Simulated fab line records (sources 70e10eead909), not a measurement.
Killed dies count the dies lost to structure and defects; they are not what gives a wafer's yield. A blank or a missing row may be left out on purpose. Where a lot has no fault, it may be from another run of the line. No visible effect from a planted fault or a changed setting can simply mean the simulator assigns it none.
Which tool did it? ; flow nand-harc ; 24 lots, 72 wafers sampled, at 6 steps of a route of 1159

## WHAT THE GAUGES READ, wafer by wafer
NHARC_P_M2_INSPECT_27.
lot;measured;on;raw-defect-count
L074;day 6 20:59;defect-inspect-02;199 332 421
L075;day 7 00:59;defect-inspect-02;331 252 249
L077;day 7 05:59;defect-inspect-02;364 205 212
L076;day 7 06:38;defect-inspect-01;240 377 196
L078;day 7 15:14;defect-inspect-02;342 304 262
L079;day 7 15:45;defect-inspect-02;206 322 412
L081;day 8 02:16;defect-inspect-01;267 259 226
L080;day 8 02:46;defect-inspect-01;299 378 392
L083;day 8 10:40;defect-inspect-01;214 309 420
L082;day 8 11:04;defect-inspect-01;314 221 217
L084;day 8 13:20;defect-inspect-02;422 450 318
L085;day 8 22:23;defect-inspect-01;254 284 283
L086;day 9 14:13;defect-inspect-01;264 305 337
L087;day 9 19:20;defect-inspect-01;152 264 158
L088;day 10 09:16;defect-inspect-01;235 427 288
L089;day 10 10:01;defect-inspect-01;223 257 256
L091;day 10 14:28;defect-inspect-01;464 463 238
L090;day 10 14:56;defect-inspect-01;267 205 223
L092;day 10 18:21;defect-inspect-02;257 207 218
L093;day 11 03:55;defect-inspect-01;276 288 436
L095;day 11 11:53;defect-inspect-02;186 184 111
L096;day 11 12:41;defect-inspect-02;204 298 223
L094;day 11 14:14;defect-inspect-01;171 363 263
L097;day 12 03:11;defect-inspect-02;163 221 284

NHARC_P_BONDPAD_OVL_MEAS_38.
lot;measured;on;overlay-x-nm (nm);overlay-y-nm (nm)
L074;day 6 22:50;overlay-02;5 6 5;3 4 4
L075;day 7 02:53;overlay-01;-3 -3 -3;0 0 0
L077;day 7 07:53;overlay-01;-3 -3 -3;-5 -5 -5
L076;day 7 08:23;overlay-01;-2 -2 -2;-5 -6 -6
L078;day 7 17:19;overlay-02;-3 -3 -3;3 3 3
L079;day 7 17:52;overlay-01;7 8 8;-2 -2 -3
L081;day 8 04:08;overlay-01;2 2 1;6 5 5
L080;day 8 04:38;overlay-02;4 3 3;-7 -7 -7
L083;day 8 12:25;overlay-02;-4 -5 -4;9 9 9
L082;day 8 12:48;overlay-01;11 11 12;6 6 7
L084;day 8 15:10;overlay-02;3 3 3;-5 -5 -5
L085;day 9 00:08;overlay-02;9 8 8;12 12 13
L086;day 9 16:12;overlay-02;0 0 0;0 0 0
L087;day 9 21:04;overlay-01;0 0 0;5 6 6
L088;day 10 11:16;overlay-01;2 2 2;-2 -2 -2
L089;day 10 11:57;overlay-01;8 8 8;-2 -2 -2
L091;day 10 16:22;overlay-01;-4 -4 -4;0 0 0
L090;day 10 17:03;overlay-02;0 0 0;-1 0 0
L092;day 10 20:05;overlay-01;4 3 4;-3 -2 -3
L093;day 11 06:31;overlay-02;4 4 4;-3 -3 -3
L095;day 11 13:37;overlay-01;0 0 0;3 2 3
L096;day 11 14:33;overlay-02;5 6 6;-10 -11 -10
L094;day 11 16:01;overlay-01;0 1 0;-4 -4 -4
L097;day 12 04:55;overlay-01;-3 -3 -3;7 7 7

## WHAT TOOL EACH LOT RAN ON (gives the tool, then ch and the chambers of the sampled wafers, and finally the start)
lot;NHARC_P_CONTACT_ETCH_18;NHARC_P_M1_ETCH_28;NHARC_P_M1_PVD_21;NHARC_P_M2_DESCUM_14
L074;rie-diel-11 ch 0,1,2, day 6 18:22 or earlier;rie-diel-06 ch 0,2,3, day 6 18:22 or earlier;pvd-sputter-02, day 6 18:22 or earlier;rie-diel-05 ch 2,3, day 6 18:22
L075;rie-diel-04 ch 1,2, day 6 22:16 or earlier;rie-diel-12 ch 0,2,3, day 6 22:16 or earlier;pvd-sputter-01, day 6 22:16 or earlier;rie-diel-09 ch 0,2, day 6 22:16
L077;rie-diel-11 ch 0,2, day 7 03:18 or earlier;rie-diel-12 ch 0,2, day 7 03:18 or earlier;pvd-sputter-01, day 7 03:18 or earlier;rie-diel-01 ch 1,3, day 7 03:18
L076;rie-diel-11 ch 0,1,3, day 7 04:04 or earlier;rie-diel-12 ch 2,3, day 7 04:04 or earlier;pvd-sputter-01, day 7 04:04 or earlier;rie-diel-05 ch 0,2,3, day 7 04:04
L078;rie-diel-08 ch 0,1,2, day 7 12:21 or earlier;rie-diel-12 ch 1,2, day 7 12:21 or earlier;pvd-sputter-03, day 7 12:21 or earlier;rie-diel-05 ch 0,1, day 7 12:21
L079;rie-diel-11 ch 1,2,3, day 7 13:02 or earlier;rie-diel-06 ch 0,1, day 7 13:02 or earlier;pvd-sputter-01, day 7 13:02 or earlier;rie-diel-05 ch 1,2,3, day 7 13:02
L081;rie-diel-08 ch 0,1,2, day 7 22:48 or earlier;rie-diel-12 ch 0,1,3, day 7 22:48 or earlier;pvd-sputter-03, day 7 22:48 or earlier;rie-diel-01 ch 0,3, day 7 22:48
L080;rie-diel-11 ch 1,2,3, day 7 23:34 or earlier;rie-diel-12 ch 1,3, day 7 23:34 or earlier;pvd-sputter-03, day 7 23:34 or earlier;rie-diel-01 ch 0,1,3, day 7 23:34
L083;rie-diel-11 ch 0,3, day 8 07:46 or earlier;rie-diel-13 ch 2,3, day 8 07:46 or earlier;pvd-sputter-02, day 8 07:46 or earlier;rie-diel-05 ch 0,1,3, day 8 07:46
L082;rie-diel-08 ch 0,2,3, day 8 08:23 or earlier;rie-diel-13 ch 0,2, day 8 08:23 or earlier;pvd-sputter-02, day 8 08:23 or earlier;rie-diel-01 ch 0,1, day 8 08:23
L084;rie-diel-11 ch 0,1, day 8 10:46 or earlier;rie-diel-12 ch 0,2,3, day 8 10:46 or earlier;pvd-sputter-01, day 8 10:46 or earlier;rie-diel-05 ch 1,2,3, day 8 10:46
L085;rie-diel-11 ch 1,3, day 8 19:49 or earlier;rie-diel-13 ch 0,3, day 8 19:49 or earlier;pvd-sputter-03, day 8 19:49 or earlier;rie-diel-01 ch 0,1, day 8 19:49
L086;rie-diel-08 ch 1,2,3, day 9 11:38 or earlier;rie-diel-13 ch 0,2,3, day 9 11:38 or earlier;pvd-sputter-02, day 9 11:38 or earlier;rie-diel-05 ch 2,3, day 9 11:38
L087;rie-diel-08 ch 1,2,3, day 9 16:45 or earlier;rie-diel-13 ch 0,1,3, day 9 16:45 or earlier;pvd-sputter-03, day 9 16:45 or earlier;rie-diel-05 ch 0,1,2, day 9 16:45
L088;rie-diel-08 ch 0,1, day 10 06:39 or earlier;rie-diel-12 ch 0,2,3, day 10 06:39 or earlier;pvd-sputter-01, day 10 06:39 or earlier;rie-diel-05 ch 0,2,3, day 10 06:39
L089;rie-diel-11 ch 0,1, day 10 07:14 or earlier;rie-diel-12 ch 0,2,3, day 10 07:14 or earlier;pvd-sputter-03, day 10 07:14 or earlier;rie-diel-01 ch 0,1,3, day 10 07:14
L091;rie-diel-11 ch 2,3, day 10 11:23 or earlier;rie-diel-06 ch 1,2, day 10 11:23 or earlier;pvd-sputter-01, day 10 11:23 or earlier;rie-diel-05 ch 0,1,3, day 10 11:23
L090;rie-diel-08 ch 1,3, day 10 11:55 or earlier;rie-diel-12 ch 2,3, day 10 11:55 or earlier;pvd-sputter-03, day 10 11:55 or earlier;rie-diel-05 ch 1,2,3, day 10 11:55
L092;rie-diel-08 ch 0,1,3, day 10 15:43 or earlier;rie-diel-12 ch 1,2,3, day 10 15:43 or earlier;pvd-sputter-02, day 10 15:43 or earlier;rie-diel-05 ch 0,1,2, day 10 15:43
L093;rie-diel-08 ch 0,1,2, day 11 01:16 or earlier;rie-diel-06 ch 1,2, day 11 01:16 or earlier;pvd-sputter-02, day 11 01:16 or earlier;rie-diel-05 ch 0,1,3, day 11 01:16
L095;rie-diel-11 ch 0,1,3, day 11 09:17 or earlier;rie-diel-13 ch 0,3, day 11 09:17 or earlier;pvd-sputter-03, day 11 09:17 or earlier;rie-diel-05 ch 0,3, day 11 09:17
L096;rie-diel-08 ch 2,3, day 11 10:07 or earlier;rie-diel-13 ch 0,2, day 11 10:07 or earlier;pvd-sputter-01, day 11 10:07 or earlier;rie-diel-05 ch 0,1, day 11 10:07
L094;rie-diel-11 ch 1,2,3, day 11 11:35 or earlier;rie-diel-13 ch 0,3, day 11 11:35 or earlier;pvd-sputter-02, day 11 11:35 or earlier;rie-diel-05 ch 0,3, day 11 11:35
L097;rie-diel-11 ch 0,2,3, day 12 00:38 or earlier;rie-diel-13 ch 0,1,2, day 12 00:38 or earlier;pvd-sputter-01, day 12 00:38 or earlier;rie-diel-05 ch 0,2, day 12 00:38
- NHARC_P_CONTACT_ETCH_18: etches the open film in C4F8/O2/Ar, target depth 481 nm, time 240.5 s.
- NHARC_P_M1_ETCH_28: etches the open film in CF4/N2, target depth 30 nm, time 72.99 s.
- NHARC_P_M1_PVD_21: deposits Cu, target thk 30 nm, time 20.49 s.
- NHARC_P_M2_DESCUM_14: chemistry O2, time 3 s.

## AS READ BY THE TOOLS THEMSELVES (means over the sampled wafers that have a number; for cases with no such wafer, the mark the record gives instead)
NHARC_P_CONTACT_ETCH_18.
lot;tool;bias-w (W);chamber-pressure-mTorr (mTorr);oes-product-au (a.u.);rf-vpp-V (V)
L074;rie-diel-11;1496;24.987;0.983;975
L075;rie-diel-04;1499;24.989;0.969;976
L077;rie-diel-11;1503;24.981;0.932;974
L076;rie-diel-11;1505;25.008;0.982;972
L078;rie-diel-08;1501;25.015;0.978;983
L079;rie-diel-11;1498;25.005;0.982;976
L081;rie-diel-08;1497;25.018;0.977;982
L080;rie-diel-11;1499;24.999;0.981;975
L083;rie-diel-11;1500;24.981;0.987;970
L082;rie-diel-08;1499;24.996;0.968;978
L084;rie-diel-11;1503;25.022;0.973;972
L085;rie-diel-11;1499;24.996;0.965;974
L086;rie-diel-08;1497;24.990;0.962;982
L087;rie-diel-08;1500;24.993;0.961;982
L088;rie-diel-08;1506;25.010;0.964;983
L089;rie-diel-11;1500;25.006;0.959;972
L091;rie-diel-11;1504;24.983;0.958;974
L090;rie-diel-08;1497;24.975;0.964;979
L092;rie-diel-08;1503;25.003;0.968;980
L093;rie-diel-08;1499;24.995;0.966;982
L095;rie-diel-11;1500;24.989;0.964;973
L096;rie-diel-08;1504;25.015;0.979;979
L094;rie-diel-11;1497;24.982;0.958;973
L097;rie-diel-11;1500;24.984;0.925;973

NHARC_P_M1_ETCH_28.
lot;tool;bias-w (W);chamber-pressure-mTorr (mTorr);drypump-motor-current-A (A);oes-product-au (a.u.);rf-vpp-V (V);showerhead-plenum-p-Torr (Torr);throttle-valve-pct (%)
L074;rie-diel-06;100.0;29.98;6.1;1.002;314.7;2.66;19.796
L075;rie-diel-12;99.9;30.01;5.9;1.003;315.3;2.65;19.794
L077;rie-diel-12;99.9;30.01;5.8;0.992;316.8;2.74;19.781
L076;rie-diel-12;100.0;30.01;6.0;0.999;316.5;2.72;19.794
L078;rie-diel-12;99.9;29.98;5.4;0.989;317.0;2.77;19.790
L079;rie-diel-06;99.8;29.96;6.3;1.004;312.1;2.48;19.789
L081;rie-diel-12;100.1;30.00;5.7;0.989;314.8;2.64;19.797
L080;rie-diel-12;100.3;30.01;6.0;0.996;314.1;2.62;19.798
L083;rie-diel-13;100.3;30.01;5.9;0.997;311.1;2.53;19.798
L082;rie-diel-13;100.2;29.99;5.1;0.998;314.6;2.64;19.788
L084;rie-diel-12;100.1;29.98;5.9;0.994;314.2;2.65;19.788
L085;rie-diel-13;99.9;30.02;6.0;1.001;314.2;2.64;19.795
L086;rie-diel-13;99.7;29.99;5.7;1.000;313.8;2.60;19.795
L087;rie-diel-13;100.0;29.99;5.8;1.003;314.5;2.65;19.805
L088;rie-diel-12;100.1;29.99;5.9;0.993;314.2;2.65;19.791
L089;rie-diel-12;100.1;29.99;5.9;0.995;314.2;2.65;19.787
L091;rie-diel-06;99.7;30.01;5.5;0.991;314.7;2.69;19.796
L090;rie-diel-12;99.6;30.00;6.0;0.990;315.1;2.72;19.785
L092;rie-diel-12;99.8;30.01;5.8;0.984;315.7;2.70;19.794
L093;rie-diel-06;99.6;30.00;5.5;0.990;315.2;2.69;19.789
L095;rie-diel-13;100.2;29.99;6.1;1.007;313.8;2.64;19.783
L096;rie-diel-13;99.9;30.01;5.3;0.995;313.1;2.56;19.796
L094;rie-diel-13;100.5;30.01;5.5;1.003;315.7;2.67;19.793
L097;rie-diel-13;100.0;29.99;5.4;1.001;314.3;2.61;19.802

NHARC_P_M1_PVD_21.
lot;tool;cathode-dc-power-W (W);throttle-valve-pct (%)
L074;pvd-sputter-02;5000.1;29.8
L075;pvd-sputter-01;4999.2;31.8
L077;pvd-sputter-01;4999.0;30.5
L076;pvd-sputter-01;4999.5;31.4
L078;pvd-sputter-03;4999.4;30.5
L079;pvd-sputter-01;5000.6;30.3
L081;pvd-sputter-03;5000.0;30.6
L080;pvd-sputter-03;5000.4;29.9
L083;pvd-sputter-02;5000.8;30.5
L082;pvd-sputter-02;4998.5;28.0
L084;pvd-sputter-01;5000.3;30.6
L085;pvd-sputter-03;4999.7;31.1
L086;pvd-sputter-02;5000.5;29.0
L087;pvd-sputter-03;5000.3;31.1
L088;pvd-sputter-01;4998.8;30.6
L089;pvd-sputter-03;4999.7;30.4
L091;pvd-sputter-01;5000.8;31.2
L090;pvd-sputter-03;5000.6;30.6
L092;pvd-sputter-02;4998.9;28.6
L093;pvd-sputter-02;4999.8;29.9
L095;pvd-sputter-03;4999.2;31.2
L096;pvd-sputter-01;4999.9;32.1
L094;pvd-sputter-02;4999.8;29.9
L097;pvd-sputter-01;5000.1;32.0

NHARC_P_M2_DESCUM_14.
lot;tool;chamber-pressure-mTorr (mTorr);drypump-motor-current-A (A);oes-product-au (a.u.);rf-vpp-V (V);showerhead-plenum-p-Torr (Torr);throttle-valve-pct (%)
L074;rie-diel-05;59.95;5.5;1.005;57.8;2.02;11.309
L075;rie-diel-09;59.97;6.1;0.990;58.2;1.98;11.307
L077;rie-diel-01;60.03;6.1;0.996;57.6;1.88;11.311
L076;rie-diel-05;60.02;5.5;1.003;57.7;1.96;11.308
L078;rie-diel-05;59.92;5.3;0.995;57.7;1.85;11.311
L079;rie-diel-05;59.96;5.6;0.996;58.0;1.95;11.310
L081;rie-diel-01;60.03;5.9;1.001;57.5;1.81;11.308
L080;rie-diel-01;60.02;6.0;1.000;57.6;1.83;11.312
L083;rie-diel-05;60.00;5.4;1.003;58.0;1.91;11.313
L082;rie-diel-01;59.96;6.0;1.001;57.5;1.80;11.314
L084;rie-diel-05;59.99;5.6;1.007;58.7;1.95;11.311
L085;rie-diel-01;59.97;5.8;1.002;58.0;1.79;11.311
L086;rie-diel-05;60.00;5.5;1.006;59.1;2.01;11.316
L087;rie-diel-05;60.03;5.6;1.001;59.0;1.90;11.320
L088;rie-diel-05;59.97;5.5;1.009;58.0;1.96;11.319
L089;rie-diel-01;59.99;6.0;1.008;57.6;1.83;11.310
L091;rie-diel-05;60.03;5.4;1.000;57.6;1.91;11.321
L090;rie-diel-05;59.95;5.6;1.003;57.1;1.95;11.307
L092;rie-diel-05;60.00;5.6;1.010;58.0;1.90;11.314
L093;rie-diel-05;59.96;5.4;1.002;58.2;1.91;11.307
L095;rie-diel-05;60.01;5.2;0.998;57.6;1.97;11.304
L096;rie-diel-05;60.02;5.3;1.004;57.2;1.85;11.321
L094;rie-diel-05;60.01;5.2;1.003;58.4;1.97;11.310
L097;rie-diel-05;60.03;5.4;1.002;57.5;1.90;11.310

## THE ANSWER, worked out from the rows above alone
Rule: usual is defined by the lots themselves. The widest of any qualifying gaps counts: lots, ordered by their means at a reading, are off when they make up no more than a third of the lots, leave a main group of 4 or more, and stand apart from it by 3 or more times the standard deviation of that group's means. If all means in a main group match to the digits the tables above print for the reading, that group is not used. Also off: a lot with no number at a reading for which 4 or more lots have one. Any other lot the step has rows for is counted as sound. Order of review: gauges by route order, followed by the tools' own readings, for which a lot's mean as printed above is used. The first step at which some lot is off is used, and at that step the reading that is off furthest; a lot without a number counts as furthest.
None of the lots is off at any reading shown; this tells nothing.

## WHAT THE SIMULATOR PUT IN
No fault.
